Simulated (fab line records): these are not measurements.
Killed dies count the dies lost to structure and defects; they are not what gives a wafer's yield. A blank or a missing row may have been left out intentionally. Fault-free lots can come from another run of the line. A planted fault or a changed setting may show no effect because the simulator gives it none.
fab line records + flow n5_finfet + part 2 of 2: steps 24 to 29 of 29
[record]
- lots = 5
- wafers = 15
- last_day = 20
route steps=1938 shown BEOL_M10@1529 BEOL_M11@1536
lots untouched by any fault: they come from a run of this same line in which no faults occurred
start_h: hours from the record's opening day to when the first of the lot's shown wafers began + wait_h: how many hours have passed since the lot's step before this one + " identical to the entry in the row above + L1.1+2: a single row standing in for several wafers + - no value, or no start given + * or withheld: withheld + < > ~ a bound
route shown NAME@n: a module of which the file shows steps, and the number in the route of the first + usual: average and standard deviation across the fault-free wafers + same: alike in all rows + chamber/n: place in a boat + sites: the reading at each site + _std_site: standard deviation across them + _edge_site: outer sites' mean less inner sites' + radius_mm: how far each site lies from the wafer's centre + mask NAME#n: copy n + behind: the last tool/chamber to shape the wafer + hold: reason for holding the lot/hours on hold/outcome of the hold + device: the transistor (n, p or np) that didn't switch + end of line: tests run on the same wafers once the route is complete + for a step that has no rows: nothing shown but its recipe + killed: at the first sort, the dies lost to defects and structure; wafer yield is something else + map: a wafer's dies, x killed, . not, _ none there
set.NAME: the run value of the setting; set.NAME@STEP: its run value at that earlier step + model.NAME: the simulator's own value behind a step, which no gauge read
a table for each step, a row for each wafer; lots at some steps of the route
services: when a tool's chamber went out of use (start_h, in hours from the record's first day, below 0 if earlier), for how many hours, and the reason
[[steps]]
[step N5_BEOL_M11_DESCUM_16]
[recipe]
- chemistry = O2
- time_s = 7.9
- source_power_w = 50
- bias_power_w = 20
- pressure_mtorr = 20
- rf_frequency_hz = 2.712e+07
- temp_c = 40
- resist = CAR-ArF
- o2_flow_sccm = 225
[usual]
- drypump_motor_current_A = 5.7/0.43
- oes_product_au = 0.80/0.077
- rf_fwd_power_W = 49.38/0.23
- rf_vpp_V = 242.7/1.4
- showerhead_plenum_p_Torr = 2.07/0.072
- throttle_valve_pct = 20.49/0.22
[same]
- time_s = 7.9
| lot.wafer | tool        | chamber | start_h | wait_h | drypump_motor_current_A | oes_product_au | rf_fwd_power_W | rf_hours_counter_h | rf_vpp_V | showerhead_plenum_p_Torr | throttle_valve_pct |
|-----------|-------------|---------|---------|--------|-------------------------|----------------|----------------|--------------------|----------|--------------------------|--------------------|
| L076.1    | rie_diel-01 | 1       | 267.19  | 0.0    | 6.2                     | 0.70           | 49.51          | 227                | 243.3    | 2.18                     | 20.58              |
| L076.2    | "           | 0       | "       | "      | 6.1                     | 0.93           | 49.29          | 12                 | 244.7    | 2.13                     | 20.44              |
| L076.6    | "           | 0       | "       | "      | 6.2                     | 0.93           | 49.47          | -                  | 244.5    | 2.13                     | 20.44              |
| L074.1    | rie_diel-05 | 3       | 282.94  | 0.1    | 4.9                     | 0.83           | 49.05          | 68                 | 240.3    | 2.02                     | 20.24              |
| L074.5    | "           | 3       | "       | "      | 5.0                     | 0.83           | 49.15          | -                  | 242.7    | 2.02                     | 20.24              |
| L074.6    | "           | 0       | "       | "      | 4.7                     | 0.69           | 49.16          | -                  | 246.0    | 2.16                     | 20.74              |
| L080.1    | rie_diel-05 | 2       | 291.54  | 0.0    | 5.5                     | 0.74           | 49.43          | 175                | 242.2    | 2.02                     | 20.68              |
| L080.3    | "           | 0       | "       | "      | 4.7                     | 0.69           | 49.37          | 230                | 243.7    | 2.16                     | 20.74              |
| L080.5    | "           | 3       | "       | "      | 5.0                     | 0.82           | 49.53          | -                  | 241.1    | 2.02                     | 20.23              |
| L083.3    | rie_diel-05 | 1       | 313.38  | 0.0    | 5.9                     | 0.84           | 49.63          | 93                 | 244.8    | 2.22                     | 20.77              |
| L083.4    | "           | 0       | "       | "      | 4.7                     | 0.69           | 49.31          | 236                | 244.3    | 2.16                     | 20.76              |
| L083.5    | "           | 2       | "       | "      | 5.5                     | 0.73           | 49.14          | -                  | 240.8    | 2.02                     | 20.70              |
| L097.1    | rie_diel-05 | 0       | 435.00  | 0.0    | 4.7                     | 0.94           | 49.41          | 18                 | 244.1    | 2.15                     | 20.40              |
| L097.2    | "           | 1       | "       | "      | 5.9                     | 0.79           | 49.40          | 132                | 245.7    | 2.20                     | 20.83              |
| L097.4    | "           | 0       | "       | "      | 4.7                     | 0.93           | 49.46          | -                  | 243.8    | 2.15                     | 20.40              |
[step N5_BEOL_M11_ETCH_61]
[recipe]
- chemistry = CF4
- target = SiARC
- target_depth_a = 390
- mask_material = CAR-ArF
- time_s = 65
- ion_energy_ev = 80
- pressure_mtorr = 40
- source_w = 545
- bias_w = 36
- Ar_flow_sccm = 100
- cf4_flow_sccm = 100
- ends = cleared
[usual]
- drypump_motor_current_A = 5.7/0.43
- etch_rf_on_time_s = 64.2/1.3
- oes_product_au = 0.69/0.065
- rf_fwd_power_W = 538.0/2.6
- rf_vpp_V = 183.8/1.1
- showerhead_plenum_p_Torr = 2.12/0.063
- throttle_valve_pct = 15.67/0.17
| lot.wafer | tool        | chamber | start_h | wait_h | drypump_motor_current_A | etch_rf_on_time_s | oes_product_au | rf_fwd_power_W | rf_hours_counter_h | rf_vpp_V | showerhead_plenum_p_Torr | throttle_valve_pct |
|-----------|-------------|---------|---------|--------|-------------------------|-------------------|----------------|----------------|--------------------|----------|--------------------------|--------------------|
| L076.1    | rie_diel-01 | 1       | 267.23  | 0.0    | 6.1                     | 62.4              | 0.60           | 536.7          | 227                | 184.5    | 2.19                     | 15.60              |
| L076.2    | "           | 0       | "       | "      | 6.1                     | 63.4              | 0.79           | 535.1          | 12                 | 185.5    | 2.20                     | 15.70              |
| L076.6    | "           | 0       | "       | "      | 6.1                     | 63.6              | 0.79           | 537.5          | -                  | 184.6    | 2.20                     | 15.71              |
| L074.1    | rie_diel-05 | 3       | 282.98  | 0.0    | 5.0                     | 63.8              | 0.72           | 533.0          | 68                 | 182.9    | 2.09                     | 15.52              |
| L074.5    | "           | 3       | "       | "      | 5.0                     | 63.4              | 0.71           | 533.8          | -                  | 184.1    | 2.09                     | 15.50              |
| L074.6    | "           | 0       | "       | "      | 4.7                     | 65.3              | 0.59           | 534.8          | -                  | 184.9    | 2.20                     | 15.90              |
| L080.1    | rie_diel-05 | 2       | 291.57  | 0.0    | 5.5                     | 63.5              | 0.64           | 537.3          | 175                | 182.9    | 2.06                     | 15.74              |
| L080.3    | "           | 0       | "       | "      | 4.7                     | 64.9              | 0.59           | 537.5          | 230                | 185.1    | 2.20                     | 15.91              |
| L080.5    | "           | 3       | "       | "      | 5.0                     | 64.2              | 0.70           | 537.8          | -                  | 183.0    | 2.09                     | 15.52              |
| L083.3    | rie_diel-05 | 1       | 313.42  | 0.0    | 5.9                     | 63.7              | 0.71           | 537.8          | 93                 | 185.7    | 2.25                     | 15.83              |
| L083.4    | "           | 0       | "       | "      | 4.7                     | 65.3              | 0.58           | 535.4          | 236                | 185.8    | 2.20                     | 15.90              |
| L083.5    | "           | 2       | "       | "      | 5.5                     | 63.9              | 0.63           | 540.3          | -                  | 181.3    | 2.06                     | 15.74              |
| L097.1    | rie_diel-05 | 0       | 435.04  | 0.0    | 4.7                     | 63.1              | 0.79           | 536.4          | 18                 | 185.0    | 2.19                     | 15.47              |
| L097.2    | "           | 1       | "       | "      | 5.9                     | 63.9              | 0.68           | 541.2          | 132                | 184.2    | 2.24                     | 15.91              |
| L097.4    | "           | 0       | "       | "      | 4.7                     | 62.8              | 0.79           | 539.3          | -                  | 183.5    | 2.19                     | 15.47              |
[step N5_BEOL_M11_ETCH_62]
[recipe]
- chemistry = N2/H2
- target = SOC
- target_depth_a = 1100
- overetch_a = 220
- mask_material = SiARC
- temp_c = 40
- time_s = 165
- ion_energy_ev = 200
- pressure_mtorr = 30
- source_w = 840
- bias_w = 150
- n2_flow_sccm = 200
- h2_flow_sccm = 200
[usual]
- drypump_motor_current_A = 5.7/0.43
- oes_product_au = 0.68/0.061
- rf_fwd_power_W = 837.8/2.5
- rf_vpp_V = 522.9/2.2
- showerhead_plenum_p_Torr = 2.51/0.086
- throttle_valve_pct = 17.86/0.19
[same]
- time_s = 165
| lot.wafer | tool        | chamber | start_h | wait_h | drypump_motor_current_A | oes_product_au | rf_fwd_power_W | rf_hours_counter_h | rf_vpp_V | showerhead_plenum_p_Torr | throttle_valve_pct |
|-----------|-------------|---------|---------|--------|-------------------------|----------------|----------------|--------------------|----------|--------------------------|--------------------|
| L076.1    | rie_diel-01 | 1       | 267.28  | 0.0    | 6.1                     | 0.58           | 837.1          | 227                | 524.9    | 2.61                     | 17.86              |
| L076.2    | "           | 0       | "       | "      | 6.1                     | 0.77           | 837.0          | 12                 | 525.5    | 2.62                     | 18.00              |
| L076.6    | "           | 0       | "       | "      | 6.1                     | 0.76           | 839.5          | -                  | 525.0    | 2.62                     | 18.01              |
| L074.1    | rie_diel-05 | 3       | 283.03  | 0.0    | 5.0                     | 0.70           | 832.8          | 69                 | 521.6    | 2.46                     | 17.75              |
| L074.5    | "           | 3       | "       | "      | 5.0                     | 0.70           | 832.3          | -                  | 521.9    | 2.46                     | 17.75              |
| L074.6    | "           | 0       | "       | "      | 4.7                     | 0.59           | 838.4          | -                  | 526.8    | 2.64                     | 18.15              |
| L080.1    | rie_diel-05 | 2       | 291.62  | 0.0    | 5.5                     | 0.62           | 838.6          | 175                | 519.2    | 2.41                     | 17.73              |
| L080.3    | "           | 0       | "       | "      | 4.7                     | 0.59           | 838.0          | 230                | 524.7    | 2.64                     | 18.16              |
| L080.5    | "           | 3       | "       | "      | 5.0                     | 0.70           | 841.1          | -                  | 522.1    | 2.46                     | 17.75              |
| L083.3    | rie_diel-05 | 1       | 313.47  | 0.0    | 5.9                     | 0.70           | 837.6          | 93                 | 528.5    | 2.68                     | 18.16              |
| L083.4    | "           | 0       | "       | "      | 4.7                     | 0.59           | 836.1          | 236                | 525.6    | 2.63                     | 18.15              |
| L083.5    | "           | 2       | "       | "      | 5.5                     | 0.62           | 838.7          | -                  | 520.2    | 2.41                     | 17.76              |
| L097.1    | rie_diel-05 | 0       | 435.09  | 0.0    | 4.7                     | 0.78           | 840.2          | 18                 | 525.0    | 2.62                     | 17.77              |
| L097.2    | "           | 1       | "       | "      | 5.9                     | 0.67           | 837.5          | 132                | 525.8    | 2.66                     | 18.23              |
| L097.4    | "           | 0       | "       | "      | 4.7                     | 0.78           | 840.6          | -                  | 525.1    | 2.62                     | 17.75              |
[step N5_BEOL_M11_STRIP_68]
[recipe]
- chemistry = N2/H2
- temp_c = 40
- n2_flow_sccm = 200
- h2_flow_sccm = 200
- rf_frequency_hz = 6e+07
| lot.wafer  | tool        | chamber | start_h | wait_h |
|------------|-------------|---------|---------|--------|
| L076.1+2+6 | rie_diel-01 | 1,0,0   | 267.41  | 0.1    |
| L074.1+5+6 | rie_diel-05 | 3,3,0   | 283.16  | 0.1    |
| L080.1+3+5 | rie_diel-05 | 2,0,3   | 291.76  | 0.1    |
| L083.3+4+5 | rie_diel-05 | 1,0,2   | 313.60  | 0.1    |
| L097.1+2+4 | rie_diel-05 | 0,1,0   | 435.23  | 0.1    |
[step N5_BEOL_M11_STRIP_67]
[recipe]
- chemistry = CF4
- resist = SiARC
- power_w = 300
- bias_power_w = 75
- pressure_mtorr = 50
- cf4_flow_sccm = 150
- rf_frequency_hz = 6e+07
[usual]
- drypump_motor_current_A = 5.7/0.43
- oes_product_au = 0.80/0.072
- rf_vpp_V = 270.6/1.4
- showerhead_plenum_p_Torr = 1.78/0.055
- throttle_valve_pct = 13.63/0.17
| lot.wafer | tool        | chamber | start_h | wait_h | drypump_motor_current_A | oes_product_au | rf_hours_counter_h | rf_vpp_V | showerhead_plenum_p_Torr | throttle_valve_pct |
|-----------|-------------|---------|---------|--------|-------------------------|----------------|--------------------|----------|--------------------------|--------------------|
| L076.1    | rie_diel-01 | 1       | 267.42  | 0.0    | 6.1                     | 0.68           | 227                | 270.0    | 1.84                     | 13.67              |
| L076.2    | "           | 0       | "       | "      | 6.2                     | 0.91           | 12                 | 272.2    | 1.85                     | 13.62              |
| L076.6    | "           | 0       | "       | "      | 6.1                     | 0.90           | -                  | 272.7    | 1.85                     | 13.64              |
| L074.1    | rie_diel-05 | 3       | 283.17  | 0.0    | 5.0                     | 0.82           | 69                 | 270.2    | 1.75                     | 13.44              |
| L074.5    | "           | 3       | "       | "      | 5.0                     | 0.82           | -                  | 270.8    | 1.75                     | 13.47              |
| L074.6    | "           | 0       | "       | "      | 4.7                     | 0.69           | -                  | 272.6    | 1.85                     | 13.91              |
| L080.1    | rie_diel-05 | 2       | 291.77  | 0.0    | 5.5                     | 0.74           | 175                | 269.1    | 1.72                     | 13.70              |
| L080.3    | "           | 0       | "       | "      | 4.7                     | 0.69           | 230                | 272.3    | 1.85                     | 13.92              |
| L080.5    | "           | 3       | "       | "      | 5.0                     | 0.83           | -                  | 270.1    | 1.75                     | 13.46              |
| L083.3    | rie_diel-05 | 1       | 313.61  | 0.0    | 5.9                     | 0.82           | 93                 | 272.3    | 1.88                     | 13.76              |
| L083.4    | "           | 0       | "       | "      | 4.7                     | 0.69           | 236                | 270.9    | 1.85                     | 13.93              |
| L083.5    | "           | 2       | "       | "      | 5.5                     | 0.73           | -                  | 270.5    | 1.72                     | 13.71              |
| L097.1    | rie_diel-05 | 0       | 435.24  | 0.0    | 4.7                     | 0.91           | 19                 | 271.6    | 1.84                     | 13.45              |
| L097.2    | "           | 1       | "       | "      | 5.9                     | 0.79           | 133                | 272.3    | 1.87                     | 13.84              |
| L097.4    | "           | 0       | "       | "      | 4.7                     | 0.91           | -                  | 271.6    | 1.84                     | 13.44              |
[step N5_BEOL_M11_HM_OPEN_17]
[recipe]
- chemistry = Cl2/BCl3
- target_depth_a = 200
- overetch_a = 60
- target = TiN
- mask_material = SOC
- ion_energy_ev = 150
- pressure_mtorr = 10
- icp_w = 1000
- bias_w = 126
- Cl2_flow_sccm = 53.25
- bcl3_flow_sccm = 21.75
- Ar_flow_sccm = 25
[usual]
- drypump_motor_current_A = 5.5/0.58
- mfc_cl2_sccm = 53.25/0.16
- oes_product_au = 0.70/0.054
- rf_fwd_power_W = 994/3.5
- throttle_valve_pct = 22.02/0.22
| lot.wafer | tool         | chamber | start_h | wait_h | drypump_motor_current_A | mfc_cl2_sccm | oes_product_au | rf_fwd_power_W | rf_hours_counter_h | throttle_valve_pct |
|-----------|--------------|---------|---------|--------|-------------------------|--------------|----------------|----------------|--------------------|--------------------|
| L076.1    | rie_metal-01 | 0       | 267.46  | 0.0    | 4.9                     | 53.24        | 0.69           | 993            | 29                 | 22.07              |
| L076.2    | "            | 1       | "       | "      | 5.7                     | 53.26        | 0.67           | 995            | 36                 | 21.81              |
| L076.6    | "            | 0       | "       | "      | 4.9                     | 53.15        | 0.69           | 991            | -                  | 22.09              |
| L074.1    | rie_metal-02 | 0       | 283.21  | 0.0    | 4.8                     | 53.21        | 0.82           | 988            | 2                  | 21.79              |
| L074.5    | "            | 1       | "       | "      | 6.4                     | 53.14        | 0.72           | 989            | -                  | 22.25              |
| L074.6    | "            | 0       | "       | "      | 4.8                     | 53.20        | 0.80           | 997            | -                  | 21.81              |
| L080.1    | rie_metal-02 | 0       | 291.81  | 0.0    | 4.8                     | 53.42        | 0.82           | 991            | 3                  | 21.78              |
| L080.3    | "            | 1       | "       | "      | 6.4                     | 53.17        | 0.71           | 985            | -                  | 22.28              |
| L080.5    | "            | 1       | "       | "      | 6.4                     | 53.15        | 0.72           | 992            | -                  | 22.27              |
| L083.3    | rie_metal-01 | 0       | 313.69  | 0.1    | 5.0                     | 53.29        | 0.68           | 993            | -                  | 22.09              |
| L083.4    | "            | 1       | "       | "      | 5.6                     | 53.30        | 0.65           | 993            | -                  | 21.81              |
| L083.5    | "            | 1       | "       | "      | 5.6                     | 53.38        | 0.65           | 994            | -                  | 21.83              |
| L097.1    | rie_metal-01 | 0       | 435.28  | 0.0    | 5.0                     | 53.16        | 0.65           | 996            | 45                 | 22.14              |
| L097.2    | "            | 1       | "       | "      | 5.7                     | 53.50        | 0.63           | 995            | 49                 | 21.85              |
| L097.4    | "            | 0       | "       | "      | 5.0                     | 53.59        | 0.65           | 993            | -                  | 22.12              |
[[services]]
| tool           | chamber | start_h | hours | kind   |
|----------------|---------|---------|-------|--------|
| rie_diel-01    | -       | 240.37  | 5.9   | repair |
| rie_diel-01    | 2       | 252.91  | 26.0  | repair |
| rie_diel-01    | -       | 253.32  | 6.4   | repair |
| pecvd-01       | -       | 266.95  | 2.8   | pm     |
| uv_cure-01     | -       | 269.51  | 7.6   | repair |
| pecvd-01       | 1       | 278.52  | 4.2   | repair |
| uv_cure-01     | -       | 284.05  | 2.1   | pm     |
| pecvd-01       | 2       | 284.94  | 19.7  | repair |
| pecvd-04       | -       | 296.71  | 4.4   | repair |
| rie_diel-01    | 0       | 301.70  | 3.2   | repair |
| cmp-02         | -       | 301.97  | 3.8   | pm     |
| rie_metal-01   | 1       | 339.18  | 17.2  | repair |
| uv_cure-01     | -       | 346.03  | 14.6  | pm     |
| uv_cure-01     | -       | 370.22  | 2.8   | pm     |
| rie_metal-01   | 1       | 374.88  | 1.7   | repair |
| rie_diel-01    | 0       | 378.42  | 9.6   | repair |
| rie_diel-05    | 3       | 378.97  | 14.3  | repair |
| rie_diel-05    | 0       | 379.15  | 1.6   | repair |
| cmp-02         | -       | 395.86  | 1.0   | repair |
| cmp-02         | -       | 398.48  | 3.4   | repair |
| uv_cure-01     | -       | 401.83  | 7.5   | pm     |
| cmp-02         | -       | 402.61  | 4.0   | pm     |
| rie_diel-05    | 3       | 430.73  | 9.2   | repair |
| pvd_sputter-03 | -       | 434.03  | 2.5   | repair |
